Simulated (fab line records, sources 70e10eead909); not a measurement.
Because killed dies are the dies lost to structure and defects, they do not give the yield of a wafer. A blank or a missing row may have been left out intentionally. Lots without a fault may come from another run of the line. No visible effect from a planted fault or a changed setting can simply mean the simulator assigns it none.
The tool behind it: which one?	flow nand-harc	13 lots with 39 wafers sampled at 4 steps, on a route of 1302 steps

WHAT EACH GAUGE READ, for each wafer
The record holds no reading of a measuring or inspecting step that can be judged against a usual standard deviation.

WHICH TOOL RAN EACH LOT (tool, then ch and the chambers of the sampled wafers, then the start)
lot	NHARC_P_M1_CMP_23	NHARC_P_M1_PRE_CLEAN_32	NHARC_P_M2_ETCH_28	NHARC_P_M2_CMP_23
L122	cmp-01 ch 0,1,2, day 6 14:30	pecvd-02 ch 1,2, day 6 14:58	rie-diel-02 ch 0,1,2, day 6 17:07	cmp-03 ch 1,2, day 6 18:36
L123	cmp-01 ch 0,2,3, day 6 21:47	pecvd-03 ch 0,1,2, day 6 22:23	rie-diel-02 ch 0,2, day 7 00:24	cmp-04 ch 0,1,3, day 7 01:55
L124	cmp-03 ch 1,2,3, day 7 03:09	pecvd-02 ch 0,1,2, day 7 03:39	rie-diel-08 ch 0,2, day 7 05:52	cmp-03 ch 2,3, day 7 07:20
L125	cmp-01 ch 2,3, day 7 21:40	pecvd-01 ch 0,1,2, day 7 22:15	rie-diel-09 ch 0,3, day 8 00:13	cmp-02 ch 0,1, day 8 01:43
L126	cmp-03 ch 0,1,3, day 7 23:35	pecvd-01 ch 1,2, day 8 00:06	rie-diel-02 ch 1,3, day 8 02:14	cmp-04 ch 1,2, day 8 03:43
L127	cmp-01 ch 0,2,3, day 8 12:32	pecvd-01 ch 0,2, day 8 13:04	rie-diel-02 ch 0,2, day 8 15:20	cmp-02 ch 2,3, day 8 16:50
L128	cmp-02 ch 2,3, day 9 05:37	pecvd-03 ch 0,1,2, day 9 06:10	rie-diel-08 ch 0,1,2, day 9 08:10	cmp-02 ch 0,1,3, day 9 09:38
L130	cmp-02 ch 1,2,3, day 9 17:32	pecvd-03 ch 0,1,2, day 9 18:01	rie-diel-09 ch 1,2,3, day 9 20:08	cmp-04 ch 0,2, day 9 21:36
L131	cmp-02 ch 0,1,2, day 10 09:50	pecvd-02 ch 0,1, day 10 10:27	rie-diel-02 ch 0,2, day 10 12:45	cmp-02 ch 0,1,3, day 10 14:22
L132	cmp-01 ch 2,3, day 10 18:17	pecvd-01 ch 0,1, day 10 18:50	rie-diel-02 ch 0,2, day 10 21:00	cmp-04 ch 0,1,3, day 11 02:40
L138	cmp-01 ch 1,2,3, day 13 01:32	pecvd-02 ch 1,2, day 13 02:04	rie-diel-02 ch 0,1,2, day 13 04:13	cmp-02 ch 0,1,3, day 13 05:41
L140	cmp-02 ch 0,3, day 13 17:02	pecvd-03 ch 0,1,2, day 13 17:35	rie-diel-08 ch 0,2, day 13 19:43	cmp-02 ch 1,2, day 13 21:11
L145	cmp-03 ch 0,1,3, day 15 18:47	pecvd-03 ch 1,2, day 15 19:18	rie-diel-09 ch 0,1,3, day 15 21:20	cmp-04 ch 1,2, day 15 22:48
- NHARC_P_M1_CMP_23: polishes, t overpolish 20 s, target thk 157.82 nm.
- NHARC_P_M1_PRE_CLEAN_32: time 12 s.
- NHARC_P_M2_ETCH_28: etches the open film in CF4/N2, target depth 30 nm, time 72.99 s.
- NHARC_P_M2_CMP_23: polishes, t overpolish 20 s, target thk 144.3 nm.

WHAT THE TOOLS THEMSELVES READ (means of the sampled wafers that have a number; where no wafer has one, the mark that the record gives instead)
NHARC_P_M1_CMP_23. Usual: motor-current-A 12.1 A, standard deviation 0.93; time-to-endpoint-s 28 s, standard deviation 4.2.
lot	tool	motor-current-A (A)	time-to-endpoint-s (s)	flag
L122	cmp-01	12.0	25	
L123	cmp-01	11.8	29	
L124	cmp-03	11.4	27	
L125	cmp-01	12.5	28	
L126	cmp-03	11.4	25	
L127	cmp-01	11.6	28	
L128	cmp-02	13.0	33	
L130	cmp-02	12.4	32	
L131	cmp-02	13.4	26	
L132	cmp-01	12.1	26	
L138	cmp-01	12.5	26	
L140	cmp-02	13.7	28	
L145	cmp-03	11.6	27	

NHARC_P_M1_PRE_CLEAN_32. Usual: 639 W for heater-power-w, sd 61.
lot	tool	heater-power-w (W)	flag
L122	pecvd-02	683	
L123	pecvd-03	601	
L124	pecvd-02	623	
L125	pecvd-01	665	
L126	pecvd-01	682	
L127	pecvd-01	622	
L128	pecvd-03	630	
L130	pecvd-03	633	
L131	pecvd-02	631	
L132	pecvd-01	604	
L138	pecvd-02	666	
L140	pecvd-03	651	
L145	pecvd-03	643	

NHARC_P_M2_ETCH_28. Usual: drypump-motor-current-A 5.4 A, standard deviation 0.41; oes-product-au 0.996 a.u., standard deviation 0.011; rf-vpp-V 314.7 V, standard deviation 1.9; run-length-s 94.3 s, standard deviation 0.51; showerhead-plenum-p-Torr 2.66 Torr, standard deviation 0.1; throttle-valve-pct 19.794 %, standard deviation 0.0088.
lot	tool	drypump-motor-current-A (A)	oes-product-au (a.u.)	rf-vpp-V (V)	run-length-s (s)	showerhead-plenum-p-Torr (Torr)	throttle-valve-pct (%)	flag
L122	rie-diel-02	5.3	0.987	316.3	94.3	2.71	19.792	
L123	rie-diel-02	5.0	0.995	316.0	94.7	2.74	19.795	
L124	rie-diel-08	5.7	1.000	311.6	95.0	2.49	19.797	
L125	rie-diel-09	5.4	1.001	314.3	94.0	2.64	19.793	
L126	rie-diel-02	5.6	1.008	314.2	94.5	2.69	19.793	
L127	rie-diel-02	5.1	1.004	316.4	94.5	2.74	19.796	
L128	rie-diel-08	5.4	1.006	312.1	94.3	2.49	19.795	
L130	rie-diel-09	5.9	0.999	313.4	93.5	2.63	19.793	
L131	rie-diel-02	5.0	1.007	315.8	94.6	2.73	19.788	
L132	rie-diel-02	5.1	0.998	315.6	94.5	2.74	19.786	
L138	rie-diel-02	5.3	0.989	315.6	87.6	2.71	19.794	OFF
L140	rie-diel-08	5.7	1.000	311.5	94.9	2.48	19.799	
L145	rie-diel-09	5.5	1.001	314.5	93.9	2.64	19.789	

NHARC_P_M2_CMP_23. Usual: motor-current-A 12.7 A, standard deviation 1.1; time-to-endpoint-s 29 s, standard deviation 3.7.
lot	tool	motor-current-A (A)	time-to-endpoint-s (s)	flag
L122	cmp-03	11.4	27	
L123	cmp-04	11.9	29	
L124	cmp-03	12.0	27	
L125	cmp-02	13.5	24	
L126	cmp-04	13.7	30	
L127	cmp-02	12.8	31	
L128	cmp-02	13.1	31	
L130	cmp-04	12.8	32	
L131	cmp-02	13.0	27	
L132	cmp-04	12.8	29	
L138	cmp-02	12.8	31	
L140	cmp-02	13.3	34	
L145	cmp-04	13.9	30	

THE ANSWER, worked out from the rows above alone
Rule: a lot is off if the mean of its wafers that have a number lies more than 3 standard deviations from the usual mean. A lot without any number at a reading at which 4 lots or more have one is off too. The other lots that the step has rows for count as sound. First the gauges in route order, then the tools' own readings, where a lot's mean is used as printed above. At the first step where some lot is off, the reading lying furthest off is the one used; lots without a number count as furthest.
Off: L138, at NHARC_P_M2_ETCH_28 (run-length-s).
If a tool, at that step or one of the process steps before it, ran each lot that is off and ran no sound lot following the first of them, it fits. Can't be told from this: 3 tools fit, cmp-01 at NHARC_P_M1_CMP_23, pecvd-02 at NHARC_P_M1_PRE_CLEAN_32, rie-diel-02 at NHARC_P_M2_ETCH_28.

WHAT THE SIMULATOR HAD INSERTED
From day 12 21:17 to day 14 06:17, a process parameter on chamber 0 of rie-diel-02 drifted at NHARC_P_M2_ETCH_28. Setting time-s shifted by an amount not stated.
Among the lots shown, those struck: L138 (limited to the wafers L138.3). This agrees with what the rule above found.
